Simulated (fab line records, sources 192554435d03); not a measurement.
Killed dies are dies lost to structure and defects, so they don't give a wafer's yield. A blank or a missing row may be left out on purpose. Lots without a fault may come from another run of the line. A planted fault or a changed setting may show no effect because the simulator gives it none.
fab line records | flow n5_finfet
record lots=6 wafers=18 last_day=17
route steps=1938 shown BEOL_M5@1129 PASSIVATION@1936
lots that met no fault: from a run of the same line without faults
start_h: hours from the record's first day to the start of the lot's first wafer shown | wait_h: hours since the lot's step before | " the same as in the row above | L1.1+2: a row that stands for several wafers | - no value, or no start given | * or withheld: withheld | < > ~ a bound
route shown NAME@n: a module of which the file shows steps, and the number in the route of the first | usual: mean/standard deviation of fault-free wafers | same: alike in all rows | chamber/n: place in a boat | sites: the reading at each site | _std_site: their standard deviation | _edge_site: outer sites' mean less inner sites' | radius_mm: how far each site lies from the wafer's centre | mask NAME#n: copy n | behind: the tool/chamber that last shaped the wafer | hold: why the lot was held/for how many hours/how that ended | device: the transistor (n, p or np) that didn't switch | end of line: the same wafers' tests at the end of the route | a step without rows: its recipe alone | killed: dies lost to structure and defects at the first sort, not the wafer's yield | map: a wafer's dies, x killed, . not, _ none there
set.NAME: the setting as run; set.NAME@STEP: as run at that earlier step | model.NAME: the simulator's own value behind a step, which no gauge read
lots at some steps of the route; a table a step, a row a wafer
services: from which hour (start_h, from the record's first day; less than 0 if before it) a tool's chamber was out of use, for how many hours, and why
## steps
# step N5_BEOL_M5_DESCUM_16
# recipe chemistry=O2 time_s=7 source_power_w=50 bias_power_w=20 pressure_mtorr=20 rf_frequency_hz=2.712e+07 temp_c=40 resist=CAR-EUV o2_flow_sccm=225
# usual drypump_motor_current_A=5.8/0.5 oes_product_au=0.74/0.078 rf_vpp_V=243.1/1.6 showerhead_plenum_p_Torr=2.10/0.081 temp_c=39.99/0.11 throttle_valve_pct=20.45/0.18
# columns lot.wafer tool chamber start_h wait_h drypump_motor_current_A oes_product_au rf_hours_counter_h rf_vpp_V showerhead_plenum_p_Torr temp_c throttle_valve_pct
L773.2 rie_diel-02 2 194.69 0.0 6.1 0.72 166 241.7 2.08 39.99 20.24
L773.3 " 3 " " 6.6 1.01 1 245.6 2.17 39.99 20.42
L773.6 " 0 " " 5.1 0.80 - 244.6 2.21 40.07 20.35
L778.2 rie_diel-03 1 211.36 0.2 6.5 0.71 190 243.4 2.11 40.01 20.76
L778.4 " 3 " " 5.3 0.73 181 241.0 2.00 39.98 20.65
L778.6 " 2 " " 5.3 0.71 - 242.1 2.07 40.04 20.24
L780.1 rie_diel-03 1 227.49 0.0 6.5 0.71 196 242.5 2.10 40.12 20.76
L780.4 " 3 " " 5.3 0.71 - 241.8 1.99 39.92 20.64
L780.5 " 1 " " 6.5 0.71 - 243.6 2.10 40.02 20.74
L785.1 rie_diel-03 3 254.85 0.6 5.3 0.71 197 240.1 1.99 40.08 20.66
L785.4 " 0 " " 5.9 0.99 1 247.0 2.22 40.10 20.06
L785.6 " 0 " " 5.9 0.97 - 246.5 2.22 39.98 20.07
L790.1 rie_diel-04 3 292.52 0.2 5.9 0.68 212 242.8 2.18 40.07 20.57
L790.2 " 1 " " 6.0 0.69 193 244.3 2.16 40.12 20.48
L790.4 " 0 " " 6.3 0.70 247 241.1 1.95 40.18 20.61
L792.3 rie_diel-04 1 305.74 0.0 6.0 0.69 197 245.2 2.16 39.89 20.47
L792.5 " 1 " " 6.0 0.69 - 243.4 2.16 40.00 20.49
L792.6 " 2 " " 5.4 0.72 - 243.0 2.08 39.79 20.40
# step N5_BEOL_M5_ETCH_72
# recipe chemistry=N2/H2 target=underlayer target_depth_a=65 mask_material=CAR-EUV time_s=5.2 ion_energy_ev=200 pressure_mtorr=30 source_w=840 bias_w=150 n2_flow_sccm=200 h2_flow_sccm=200 ends=cleared
# usual drypump_motor_current_A=5.8/0.5 etch_rf_on_time_s=5.19/0.11 oes_product_au=0.64/0.065 rf_vpp_V=523.9/2.8 showerhead_plenum_p_Torr=2.54/0.093 throttle_valve_pct=17.83/0.13
# columns lot.wafer tool chamber start_h wait_h drypump_motor_current_A etch_rf_on_time_s oes_product_au rf_hours_counter_h rf_vpp_V showerhead_plenum_p_Torr throttle_valve_pct
L773.2 rie_diel-02 2 194.72 0.0 6.2 5.41 0.62 166 524.8 2.53 17.71
L773.3 " 3 " " 6.6 5.15 0.85 1 526.2 2.60 17.59
L773.6 " 0 " " 5.1 5.23 0.68 - 525.9 2.66 17.74
L778.2 rie_diel-03 1 211.40 0.0 6.5 5.20 0.61 190 524.7 2.52 17.89
L778.4 " 3 " " 5.3 5.34 0.61 181 521.4 2.41 17.94
L778.6 " 2 " " 5.3 5.28 0.60 - 522.4 2.53 17.85
L780.1 rie_diel-03 1 227.53 0.0 6.5 5.20 0.60 196 524.3 2.52 17.89
L780.4 " 3 " " 5.3 5.21 0.61 - 520.9 2.41 17.95
L780.5 " 1 " " 6.5 5.20 0.60 - 523.6 2.52 17.89
L785.1 rie_diel-03 3 254.88 0.0 5.3 5.25 0.61 197 518.9 2.40 17.96
L785.4 " 0 " " 5.9 5.05 0.84 1 529.9 2.71 17.58
L785.6 " 0 " " 5.9 5.01 0.85 - 529.0 2.71 17.53
L790.1 rie_diel-04 3 292.56 0.0 6.0 5.10 0.58 212 527.6 2.62 17.73
L790.2 " 1 " " 6.0 5.16 0.59 193 526.1 2.63 17.98
L790.4 " 0 " " 6.4 4.99 0.61 247 520.8 2.38 18.11
L792.3 rie_diel-04 1 305.78 0.0 6.0 5.17 0.60 197 526.4 2.63 18.00
L792.5 " 1 " " 6.0 5.21 0.59 - 526.2 2.63 17.97
L792.6 " 2 " " 5.4 5.15 0.61 - 520.9 2.52 17.86
# step N5_BEOL_M5_ETCH_61
# recipe chemistry=CF4 target=SiARC target_depth_a=156 mask_material=CAR-EUV time_s=26 ion_energy_ev=80 pressure_mtorr=40 source_w=545 bias_w=36 Ar_flow_sccm=100 cf4_flow_sccm=100 ends=cleared
# usual drypump_motor_current_A=5.8/0.5 etch_rf_on_time_s=26.0/0.5 oes_product_au=0.64/0.064 rf_vpp_V=184.1/1.1 showerhead_plenum_p_Torr=2.14/0.074 throttle_valve_pct=15.65/0.16
# columns lot.wafer tool chamber start_h wait_h drypump_motor_current_A etch_rf_on_time_s oes_product_au rf_hours_counter_h rf_vpp_V showerhead_plenum_p_Torr throttle_valve_pct
L773.2 rie_diel-02 2 194.74 0.0 6.2 26.6 0.62 166 184.8 2.14 15.58
L773.3 " 3 " " 6.6 25.6 0.85 1 185.7 2.20 15.38
L773.6 " 0 " " 5.1 26.3 0.69 - 186.2 2.25 15.53
L778.2 rie_diel-03 1 211.42 0.0 6.5 25.5 0.61 190 183.0 2.11 15.71
L778.4 " 3 " " 5.3 26.2 0.62 181 182.5 2.04 15.76
L778.6 " 2 " " 5.3 25.9 0.61 - 184.9 2.13 15.49
L780.1 rie_diel-03 1 227.55 0.0 6.5 25.7 0.61 196 183.4 2.11 15.73
L780.4 " 3 " " 5.3 26.9 0.61 - 183.6 2.04 15.75
L780.5 " 1 " " 6.5 26.0 0.60 - 182.5 2.11 15.72
L785.1 rie_diel-03 3 254.90 0.0 5.3 26.6 0.61 197 183.3 2.03 15.78
L785.4 " 0 " " 5.9 25.8 0.83 1 185.1 2.28 15.33
L785.6 " 0 " " 5.9 25.4 0.84 - 185.9 2.28 15.33
L790.1 rie_diel-04 3 292.57 0.0 5.9 25.6 0.60 212 185.0 2.21 15.68
L790.2 " 1 " " 6.1 25.7 0.60 193 185.1 2.21 15.72
L790.4 " 0 " " 6.3 25.3 0.59 247 182.9 2.04 16.07
L792.3 rie_diel-04 1 305.80 0.0 6.0 25.6 0.61 197 184.0 2.21 15.76
L792.5 " 1 " " 6.0 25.7 0.60 - 183.7 2.21 15.75
L792.6 " 2 " " 5.4 25.9 0.62 - 185.1 2.13 15.69
# step N5_BEOL_M5_ETCH_62
# recipe chemistry=N2/H2 target=SOC target_depth_a=750 overetch_a=150 mask_material=SiARC temp_c=40 time_s=112.5 ion_energy_ev=200 pressure_mtorr=30 source_w=840 bias_w=150 n2_flow_sccm=200 h2_flow_sccm=200
# step N5_BEOL_M5_STRIP_63
# recipe chemistry=N2/H2 temp_c=40 n2_flow_sccm=200 h2_flow_sccm=200 rf_frequency_hz=6e+07
# step N5_BEOL_M5_STRIP_73
# recipe chemistry=N2/H2 temp_c=40 n2_flow_sccm=200 h2_flow_sccm=200 rf_frequency_hz=6e+07
# step N5_BEOL_M5_STRIP_64
# recipe chemistry=CF4 resist=SiARC power_w=300 bias_power_w=75 pressure_mtorr=50 cf4_flow_sccm=150 rf_frequency_hz=6e+07
# step N5_BEOL_M5_HM_OPEN_17
# recipe chemistry=Cl2/BCl3 target_depth_a=200 overetch_a=60 target=TiN mask_material=SOC ion_energy_ev=150 pressure_mtorr=10 icp_w=1000 bias_w=126 Cl2_flow_sccm=53.25 bcl3_flow_sccm=21.75 Ar_flow_sccm=25
# step N5_BEOL_M5_STRIP_19
# recipe chemistry=O2 power_w=400 temp_c=40 pressure_mtorr=30 rf_frequency_hz=6e+07 bias_power_w=0 overash_fraction=0.2 o2_flow_sccm=225
# usual drypump_motor_current_A=5.9/0.45 oes_product_au=0.74/0.068 rf_vpp_V=3.6/0.49 showerhead_plenum_p_Torr=2.09/0.084 temp_c=40.00/0.11 throttle_valve_pct=16.72/0.17
# columns lot.wafer tool chamber start_h wait_h drypump_motor_current_A oes_product_au rf_hours_counter_h rf_vpp_V showerhead_plenum_p_Torr temp_c throttle_valve_pct
L773.2 rie_diel-04 1 195.13 0.1 6.0 0.73 164 3.4 2.17 39.84 16.70
L773.3 " 3 " " 6.0 0.71 182 3.4 2.19 40.21 16.78
L773.6 " 1 " " 6.1 0.72 - 4.2 2.17 39.89 16.71
L778.2 rie_diel-04 2 211.81 0.1 5.4 0.74 160 3.5 2.09 39.99 16.67
L778.4 " 1 " " 6.0 0.71 168 2.7 2.17 39.90 16.70
L778.6 " 3 " " 6.0 0.70 - 3.6 2.19 40.03 16.79
L780.1 rie_diel-04 1 227.85 0.1 6.1 0.71 173 3.3 2.17 39.88 16.72
L780.4 " 3 " " 5.9 0.69 192 3.8 2.19 40.04 16.78
L780.5 " 1 " " 6.0 0.71 - 3.2 2.17 39.98 16.72
L785.1 rie_diel-03 3 255.21 0.1 5.3 0.71 197 3.5 1.99 39.89 16.91
L785.4 " 0 " " 5.9 0.98 2 3.7 2.22 40.02 16.31
L785.6 " 1 " " 6.5 0.70 - 3.1 2.10 40.05 17.02
L790.1 rie_diel-03 3 292.91 0.1 5.3 0.71 208 4.0 1.99 39.81 16.93
L790.2 " 2 " " 5.3 0.69 231 3.5 2.07 39.95 16.59
L790.4 " 1 " " 6.5 0.69 219 3.6 2.10 40.00 17.02
L792.3 rie_diel-04 3 306.13 0.1 6.0 0.68 216 3.9 2.18 39.89 16.85
L792.5 " 3 " " 6.0 0.68 - 4.6 2.18 39.86 16.85
L792.6 " 2 " " 5.4 0.72 - 3.8 2.08 40.01 16.72
# step N5_BEOL_M5_CD_MEAS_18
# recipe pitch_nm=56 target_cd_nm=28
# usual cd_nm=28.2/0.35
# columns lot.wafer tool chamber start_h wait_h cd_nm
L773.2 cd_sem-02 - 195.21 0.1 28.0
L773.3 " - " " 27.9
L773.6 " - " " 27.9
L778.2 cd_sem-03 - 211.88 0.1 28.0
L778.4 " - " " 28.0
L778.6 " - " " 27.7
L780.1 cd_sem-01 - 227.92 0.0 28.3
L780.4 " - " " 28.4
L780.5 " - " " 28.0
L785.1 cd_sem-03 - 255.28 0.0 28.4
L785.4 " - " " 28.7
L785.6 " - " " 28.8
L790.1 cd_sem-02 - 292.98 0.0 28.1
L790.2 " - " " 27.9
L790.4 " - " " 28.0
L792.3 cd_sem-03 - 306.20 0.1 28.8
L792.5 " - " " 28.8
L792.6 " - " " 28.0
# step N5_BEOL_M5_COAT_65
# recipe resist=SOC temp_c=250 time_s=60 spin_rpm=1500 resist_thk_nm=60
# step N5_BEOL_M5_COAT_66
# recipe resist=SiARC temp_c=220 time_s=60 spin_rpm=1500 resist_thk_nm=12
# step N5_BEOL_M5_COAT_74
# recipe resist=underlayer temp_c=205 time_s=60 spin_rpm=1500 resist_thk_nm=5
# usual dispense_pressure_kPa=49/5.4 spin_speed_rpm=1499.9/0.98
# columns lot.wafer tool chamber start_h wait_h dispense_pressure_kPa spin_speed_rpm
L773.2 litho_track-05 0 195.25 - 43 1500.6
L773.3 " 0 " " 43 1498.2
L773.6 " 0 " " 43 1499.6
L778.2 litho_track-03 0 213.19 - 54 1499.2
L778.4 " 0 " " 54 1502.1
L778.6 " 0 " " 54 1499.0
L780.1 litho_track-03 0 227.96 - 54 1451.7
L780.4 " 0 " " 54 1451.7
L780.5 " 0 " " 54 1450.9
L785.1 litho_track-03 0 255.42 - 54 1450.6
L785.4 " 0 " " 54 1450.9
L785.6 " 0 " " 54 1451.4
L790.1 litho_track-05 0 295.64 - 43 1501.1
L790.2 " 0 " " 43 1501.5
L790.4 " 0 " " 43 1499.2
L792.3 litho_track-05 0 307.39 - 43 1500.7
L792.5 " 0 " " 43 1500.4
L792.6 " 0 " " 43 1499.2
# step N5_BEOL_M5_COAT_22
# recipe resist=CAR-EUV spin_rpm=1500 resist_thk_nm=30
# step N5_BEOL_M5_EBR_24
# recipe solvent=PGMEA ebr_width_mm=1.5
# step N5_BEOL_M5_SOFTBAKE_23
# recipe temp_c=110 time_s=60 resist=CAR-EUV
# step N5_BEOL_M5_EXPOSE_25
# recipe mask_id=V4 na=0.33 source_shape=quasar sigma_inner=0.2 sigma_outer=0.6 polarization=unpolarized defocus_nm=10 dose_mj=52.75
# step N5_BEOL_M5_PEB_26
# recipe peb_temp_c=100 peb_time_s=60 resist=CAR-EUV
# step N5_BEOL_M5_DEVELOP_27
# recipe develop_time_s=30 developer=TMAH resist=CAR-EUV rinse_liquid=surfactant_rinse dry=air_spin dev_temp_c=23
# step N5_BEOL_M5_CD_MEAS_28
# recipe target_cd_nm=30.6 landing_energy_ev=500 detector=se_inlens target_cd_y_nm=20 polarity=opening
# usual cd_nm=30.73/0.29
# columns lot.wafer tool chamber start_h wait_h cd_nm
L773.2 cd_sem-02 0 195.52 - 31.18
L773.3 " 0 " " 30.85
L773.6 " 0 " " 31.08
L778.2 cd_sem-01 0 213.50 - 30.66
L778.4 " 0 " " 30.33
L778.6 " 0 " " 30.36
L780.1 cd_sem-02 0 228.39 - 31.00
L780.4 " 0 " " 31.00
L780.5 " 0 " " 30.97
L785.1 cd_sem-01 0 255.81 - 31.23
L785.4 " 0 " " 30.96
L785.6 " 0 " " 30.49
L790.1 cd_sem-03 0 296.07 - 30.50
L790.2 " 0 " " 30.65
L790.4 " 0 " " 30.52
L792.3 cd_sem-03 0 307.88 - 30.47
L792.5 " 0 " " 30.41
L792.6 " 0 " " 30.84
# step N5_BEOL_M5_OVL_MEAS_29
# recipe points_per_wafer=522
# usual V4_OVL=0.1/0.64
# same points_per_wafer=522
# columns lot.wafer tool chamber start_h wait_h V4_OVL[nm]
L773.2 overlay-02 0 195.56 0.0 0.6
L773.3 " 0 " " -1.2
L773.6 " 0 " " 0.6
L778.2 overlay-02 0 213.54 0.0 0.4
L778.4 " 0 " " -0.4
L778.6 " 0 " " 0.5
L780.1 overlay-02 0 228.42 0.0 0.4
L780.4 " 0 " " 0.2
L780.5 " 0 " " 0.9
L785.1 overlay-01 0 255.85 0.0 -0.1
L785.4 " 0 " " 0.7
L785.6 " 0 " " -0.1
L790.1 overlay-01 0 296.10 0.0 -0.5
L790.2 " 0 " " 0.3
L790.4 " 0 " " 0.6
L792.3 overlay-01 0 307.92 0.0 0.7
L792.5 " 0 " " 0.7
L792.6 " 0 " " 0.3
# step N5_BEOL_M5_INSPECT_30
# recipe mode=adi inspect_instrument=brightfield
# usual raw_defect_count=403/90
# columns lot.wafer tool chamber start_h wait_h raw_defect_count
L773.2 defect_inspect-02 - 195.61 0.0 424
L773.3 " - " " 648
L773.6 " - " " 505
L778.2 defect_inspect-02 - 213.59 0.0 413
L778.4 " - " " 465
L778.6 " - " " 470
L780.1 defect_inspect-02 - 228.48 0.1 430
L780.4 " - " " 472
L780.5 " - " " 330
L785.1 defect_inspect-02 - 255.90 0.1 367
L785.4 " - " " 359
L785.6 " - " " 394
L790.1 defect_inspect-01 - 296.16 0.1 438
L790.2 " - " " 407
L790.4 " - " " 505
L792.3 defect_inspect-02 - 307.97 0.0 375
L792.5 " - " " 311
L792.6 " - " " 386
# step N5_BEOL_M5_DESCUM_33
# recipe chemistry=O2 time_s=7 source_power_w=50 bias_power_w=20 pressure_mtorr=20 rf_frequency_hz=2.712e+07 temp_c=40 resist=CAR-EUV o2_flow_sccm=225
# usual drypump_motor_current_A=5.9/0.43 oes_product_au=0.73/0.052 rf_vpp_V=243.2/1.4 showerhead_plenum_p_Torr=2.09/0.084 temp_c=40.00/0.11 throttle_valve_pct=20.46/0.14
# columns lot.wafer tool chamber start_h wait_h drypump_motor_current_A oes_product_au rf_hours_counter_h rf_vpp_V showerhead_plenum_p_Torr temp_c throttle_valve_pct
L773.2 rie_diel-03 2 195.65 0.0 5.3 0.72 198 244.7 2.08 40.03 20.23
L773.3 " 3 " " 5.3 0.73 178 241.5 2.00 39.95 20.64
L773.6 " 2 " " 5.2 0.72 - 243.4 2.08 40.01 20.24
L778.2 rie_diel-03 1 213.62 0.0 6.5 0.71 191 243.0 2.11 39.96 20.74
L778.4 " 2 " " 5.3 0.71 204 241.5 2.07 40.06 20.23
L778.6 " 3 " " 5.3 0.72 - 241.9 2.00 39.99 20.64
L780.1 rie_diel-04 0 228.51 0.0 6.3 0.71 226 242.2 1.96 39.88 20.59
L780.4 " 2 " " 5.4 0.73 165 243.5 2.08 39.80 20.38
L780.5 " 0 " " 6.4 0.70 - 241.7 1.96 39.99 20.59
L785.1 rie_diel-02 0 255.94 0.0 5.1 0.79 125 245.5 2.20 40.07 20.36
L785.4 " 1 " " 6.2 0.73 - 242.4 1.99 40.09 20.30
L785.6 " 2 " " 6.1 0.72 - 243.2 2.07 40.01 20.27
L790.1 rie_diel-04 3 296.79 0.6 5.9 0.69 213 245.6 2.18 39.86 20.54
L790.2 " 1 " " 6.0 0.70 194 245.9 2.16 39.96 20.48
L790.4 " 0 " " 6.3 0.70 248 242.7 1.95 39.92 20.63
L792.3 rie_diel-03 2 308.21 0.2 5.3 0.69 237 242.8 2.06 39.81 20.29
L792.5 " 3 " " 5.3 0.70 - 242.5 1.98 40.08 20.66
L792.6 " 0 " " 5.9 0.92 - 245.4 2.21 39.76 20.10
# step N5_BEOL_M5_ETCH_75
# recipe chemistry=N2/H2 target=underlayer target_depth_a=65 mask_material=CAR-EUV time_s=5.2 ion_energy_ev=200 pressure_mtorr=30 source_w=840 bias_w=150 n2_flow_sccm=200 h2_flow_sccm=200 ends=cleared
# usual drypump_motor_current_A=5.9/0.43 etch_rf_on_time_s=5.15/0.13 oes_product_au=0.62/0.042 rf_vpp_V=523.9/2.6 showerhead_plenum_p_Torr=2.54/0.094 throttle_valve_pct=17.86/0.13
# columns lot.wafer tool chamber start_h wait_h drypump_motor_current_A etch_rf_on_time_s oes_product_au rf_hours_counter_h rf_vpp_V showerhead_plenum_p_Torr throttle_valve_pct model.etch.depth_nm
L773.2 rie_diel-03 2 195.68 0.0 5.3 5.20 0.63 198 522.9 2.53 17.84 4.995
L773.3 " 3 " " 5.3 5.28 0.61 178 519.7 2.41 17.92 5.005
L773.6 " 2 " " 5.3 5.19 0.61 - 522.6 2.53 17.83 4.998
L778.2 rie_diel-03 1 213.66 0.0 6.5 5.19 0.61 191 525.3 2.52 17.88 5.033
L778.4 " 2 " " 5.3 5.21 0.61 204 524.4 2.53 17.87 5.01
L778.6 " 3 " " 5.3 5.24 0.62 - 520.0 2.41 17.92 5.035
L780.1 rie_diel-04 0 228.55 0.0 6.4 5.03 0.62 226 518.5 2.39 18.06 5.069
L780.4 " 2 " " 5.4 5.16 0.63 165 521.6 2.53 17.82 5.086
L780.5 " 0 " " 6.3 4.97 0.63 - 521.2 2.39 18.09 5.08
L785.1 rie_diel-02 0 255.97 0.0 5.1 5.36 0.65 125 527.9 2.65 17.76 5.089
L785.4 " 1 " " 6.2 5.43 0.62 - 519.9 2.43 17.79 5.083
L785.6 " 2 " " 6.1 5.50 0.61 - 524.6 2.53 17.76 5.088
L790.1 rie_diel-04 3 296.82 0.0 5.9 5.16 0.59 213 524.2 2.62 17.76 5.011
L790.2 " 1 " " 6.0 5.19 0.60 194 525.8 2.63 17.98 5.022
L790.4 " 0 " " 6.3 5.03 0.59 248 521.2 2.38 18.09 5.016
L792.3 rie_diel-03 2 308.25 0.0 5.3 5.20 0.59 237 522.2 2.51 17.91 4.993
L792.5 " 3 " " 5.3 5.20 0.60 - 518.8 2.40 17.98 4.996
L792.6 " 0 " " 5.9 5.04 0.79 - 528.5 2.71 17.59 5.003
# step N5_BEOL_M5_ETCH_67
# recipe chemistry=CF4 target=SiARC target_depth_a=156 mask_material=CAR-EUV time_s=26 ion_energy_ev=80 pressure_mtorr=40 source_w=545 bias_w=36 Ar_flow_sccm=100 cf4_flow_sccm=100 ends=cleared
# step N5_PASSIVATION_PROBE_49
# usual defect_limited_yield=91.3/1.5 killed_at_M0_to_M3=33/12 killed_at_M4_up=13/5.2 killed_at_contacts=13/6.7 killed_at_front_end=40/11 killed_at_other=4.1/2.7 killed_dies=103/17 killed_on_rim=14/4.2 killed_open=69/13 killed_short=33/8.4 sort_bin_5_function=5.1/1 sort_bin_6_memory=3.2/0.62 sort_n_pass=1077/17 sort_yield_pct=91.3/1.5
# same gross_dies=1180 killed_at_back_side=0 sort_bin_4_leakage[%]=0 sort_bin_8_speed[%]=0
# columns lot.wafer tool chamber start_h wait_h defect_limited_yield[%] killed_at_M0_to_M3 killed_at_M4_up killed_at_contacts killed_at_front_end killed_at_other killed_dies killed_on_rim killed_open killed_short sort_bin_5_function[%] sort_bin_6_memory[%] sort_n_pass sort_yield_pct[%]
L773.2 prober-02 - 297.97 0.1 91.0 25 5 15 57 4 106 15 73 33 5.4 3.2 1074 91.0
L773.3 prober-02 - 298.02 0.1 89.8 30 6 26 55 3 120 14 80 40 5.3 4.0 1060 89.8
L773.6 prober-02 - 298.17 0.3 90.8 39 8 14 40 7 108 8 71 36 5.6 3.2 1072 90.8
L778.2 prober-01 - 316.71 0.1 91.9 29 16 15 33 3 96 20 55 41 4.3 3.5 1084 91.9
L778.4 prober-01 - 316.81 0.2 92.2 24 15 18 28 7 92 9 65 26 5.0 2.5 1088 92.2
L778.6 prober-01 - 316.91 0.3 89.9 49 15 19 31 5 119 13 84 35 6.8 3.3 1061 89.9
L780.1 prober-01 - 325.48 0.0 90.6 32 11 20 43 5 111 9 70 40 5.8 3.1 1069 90.6
L780.4 prober-01 - 325.63 0.2 94.2 27 9 10 19 3 68 14 44 24 2.7 3.0 1112 94.2
L780.5 prober-01 - 325.68 0.2 91.5 33 10 7 47 3 100 10 62 37 4.9 2.9 1080 91.5
L785.1 prober-02 - 363.70 0.0 90.5 39 8 14 45 6 112 17 74 38 5.2 4.1 1068 90.5
L785.6 prober-02 - 363.95 0.3 91.9 28 15 11 37 4 95 16 67 26 4.7 3.3 1085 91.9
L790.1 prober-01 - 395.00 0.0 90.8 27 8 13 55 5 108 15 62 44 5.7 2.6 1072 90.8
L790.2 prober-01 - 395.05 0.1 91.0 28 7 18 46 7 106 15 61 40 4.6 3.6 1074 91.0
L790.4 prober-01 - 395.15 0.2 89.7 34 16 22 48 2 122 18 88 32 6.2 3.6 1058 89.7
# killed by level:class
L773.2 FIN_SAQP:geometric_particle:open=23 FIN_SAQP:geometric_particle:short=12 MOL_CONTACT_COAG:geometric_particle:open=11 BEOL_M3:geometric_particle:open=8 GATE_CUT:geometric_particle:short=7 BEOL_M1:geometric_particle:open=6 GATE_CUT:geometric_particle:open=6 BEOL_M0_SAQP:geometric_particle:open=5
L773.3 STI_FIN_REVEAL:geometric_particle:open=24 MOL_CONTACT_COAG:geometric_particle:open=19 FIN_SAQP:geometric_particle:open=9 GATE_CUT:geometric_particle:short=7 BEOL_M3:geometric_particle:open=7 MOL_CONTACT_COAG:geometric_particle:short=7 FIN_SAQP:geometric_particle:short=6 BEOL_M1:geometric_particle:short=5
L773.6 MOL_CONTACT_COAG:geometric_particle:open=13 BEOL_M1:geometric_particle:open=13 FIN_SAQP:geometric_particle:open=12 BEOL_M0_SAQP:geometric_particle:open=11 FIN_SAQP:geometric_particle:short=8 GATE_CUT:geometric_particle:short=6 BEOL_M1:geometric_particle:short=6 STI_FIN_REVEAL:geometric_particle:open=4
L778.2 MOL_CONTACT_COAG:geometric_particle:open=11 BEOL_M0_SAQP:geometric_particle:short=10 FIN_SAQP:geometric_particle:open=7 BEOL_M4:geometric_particle:short=6 BEOL_M1:geometric_particle:open=5 BEOL_M2:geometric_particle:open=5 BEOL_M7:geometric_particle:open=5 FIN_SAQP:geometric_particle:short=4
L778.4 MOL_CONTACT_COAG:geometric_particle:open=15 STI_FIN_REVEAL:geometric_particle:open=10 BEOL_M4:geometric_particle:short=7 BEOL_M1:geometric_particle:open=5 BEOL_M2:geometric_particle:open=5 BEOL_M0_SAQP:geometric_particle:short=4 MIM_TOP_ETCH:geometric_particle:open=4 STARTING-WAFER:geometric_particle:open=4
L778.6 MOL_CONTACT_COAG:geometric_particle:open=17 BEOL_M1:geometric_particle:open=15 BEOL_M0_SAQP:geometric_particle:short=9 BEOL_M4:geometric_particle:open=8 STI_FIN_REVEAL:geometric_particle:open=7 BEOL_M3:geometric_particle:open=7 BEOL_M2:geometric_particle:open=6 BEOL_M0_SAQP:geometric_particle:open=6
L780.1 STI_FIN_REVEAL:geometric_particle:open=13 MOL_CONTACT_COAG:geometric_particle:open=13 BEOL_M2:geometric_particle:open=10 BEOL_M0_SAQP:geometric_particle:open=9 BEOL_M0_SAQP:geometric_particle:short=9 BEOL_M5:geometric_particle:open=8 MOL_CONTACT_COAG:geometric_particle:short=7 FIN_SAQP:geometric_particle:open=5
L780.4 BEOL_M0_SAQP:geometric_particle:open=10 BEOL_M0_SAQP:geometric_particle:short=8 MOL_CONTACT_COAG:geometric_particle:open=6 STI_FIN_REVEAL:geometric_particle:open=5 MOL_CONTACT_COAG:geometric_particle:short=4 BEOL_M4:geometric_particle:open=4 BEOL_M2:geometric_particle:open=3 BEOL_M5:geometric_particle:open=3
L780.5 STI_FIN_REVEAL:geometric_particle:open=12 BEOL_M0_SAQP:geometric_particle:short=11 FIN_SAQP:geometric_particle:short=8 BEOL_M2:geometric_particle:open=8 MOL_CONTACT_COAG:geometric_particle:open=7 BEOL_M0_SAQP:geometric_particle:open=6 FIN_SAQP:geometric_particle:open=5 GATE_CUT:geometric_particle:short=5
L785.1 STI_FIN_REVEAL:geometric_particle:open=15 MOL_CONTACT_COAG:geometric_particle:open=12 BEOL_M3:geometric_particle:open=9 FIN_SAQP:geometric_particle:open=7 BEOL_M0_SAQP:geometric_particle:short=6 GATE_CUT:geometric_particle:short=5 BEOL_M3:geometric_particle:short=5 FIN_SAQP:geometric_particle:short=4
L785.6 FIN_SAQP:geometric_particle:open=12 MOL_CONTACT_COAG:geometric_particle:open=9 DUMMY_GATE:geometric_particle:open=7 BEOL_M3:geometric_particle:open=7 BEOL_M5:geometric_particle:open=7 FIN_SAQP:geometric_particle:short=4 STI_FIN_REVEAL:geometric_particle:open=4 BEOL_M0_SAQP:geometric_particle:short=4
L790.1 FIN_SAQP:geometric_particle:open=12 MOL_CONTACT_COAG:geometric_particle:open=12 FIN_SAQP:geometric_particle:short=11 GATE_CUT:geometric_particle:short=10 DUMMY_GATE:geometric_particle:open=8 BEOL_M0_SAQP:geometric_particle:short=6 BEOL_M0:geometric_particle:open=5 BEOL_M1:geometric_particle:open=5
L790.2 MOL_CONTACT_COAG:geometric_particle:open=12 FIN_SAQP:geometric_particle:open=6 STI_FIN_REVEAL:geometric_particle:open=6 DUMMY_GATE:geometric_particle:open=6 GATE_CUT:geometric_particle:short=5 MOL_CONTACT_COAG:geometric_particle:short=5 BEOL_M1:geometric_particle:short=5 BEOL_M3:geometric_particle:open=5
L790.4 MOL_CONTACT_COAG:geometric_particle:open=19 BEOL_M2:geometric_particle:open=11 ILD0:geometric_particle:open=7 BEOL_M1:geometric_particle:open=7 FIN_SAQP:geometric_particle:short=6 DUMMY_GATE:geometric_particle:open=6 ILD0:geometric_particle:short=6 BEOL_M4:geometric_particle:open=5
## services
# columns tool chamber start_h hours kind
rie_diel-02 3 178.90 - clean
rie_diel-02 3 178.90 - consumable_replace:focus_ring
rie_diel-02 3 178.90 12.8 scheduled_down
rie_diel-02 3 178.90 12.8 vent_cycle
rie_diel-02 3 210.65 2.9 repair
litho_track-03 - 218.19 - consumable_replace:filter
rie_diel-03 0 225.48 - clean
rie_diel-03 0 225.48 - consumable_replace:focus_ring
rie_diel-03 0 225.48 - consumable_replace:showerhead
rie_diel-03 0 225.48 21.1 scheduled_down
rie_diel-03 0 225.48 21.1 vent_cycle
rie_diel-04 2 248.97 8.5 repair
rie_diel-02 3 249.69 7.0 repair
rie_diel-04 0 303.73 - clean
rie_diel-04 0 303.73 - consumable_replace:focus_ring
rie_diel-04 0 303.73 - consumable_replace:showerhead
rie_diel-04 0 303.73 17.6 scheduled_down
rie_diel-04 0 303.73 17.6 vent_cycle
## key
first_sign step=N5_BEOL_M5_COAT_74 reading=spin_speed_rpm direction=down sigmas=50 usual=* struck=*
effect none on later readings
model_effect step=N5_BEOL_M5_ETCH_75 value=etch.depth_nm without=4.998 struck=5.083
met_at N5_BEOL_M5_COAT_74
struck_wafers L780.1,L780.4,L780.5,L785.1,L785.4,L785.6
onset_between 213.19 227.96
fault kind=process_parameter_drift tool=litho_track-03 chamber=- onset_h=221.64 steps=N5_BEOL_M5_COAT_74 channel=spin_rpm offset=* shape=step acts_in=* stated=*
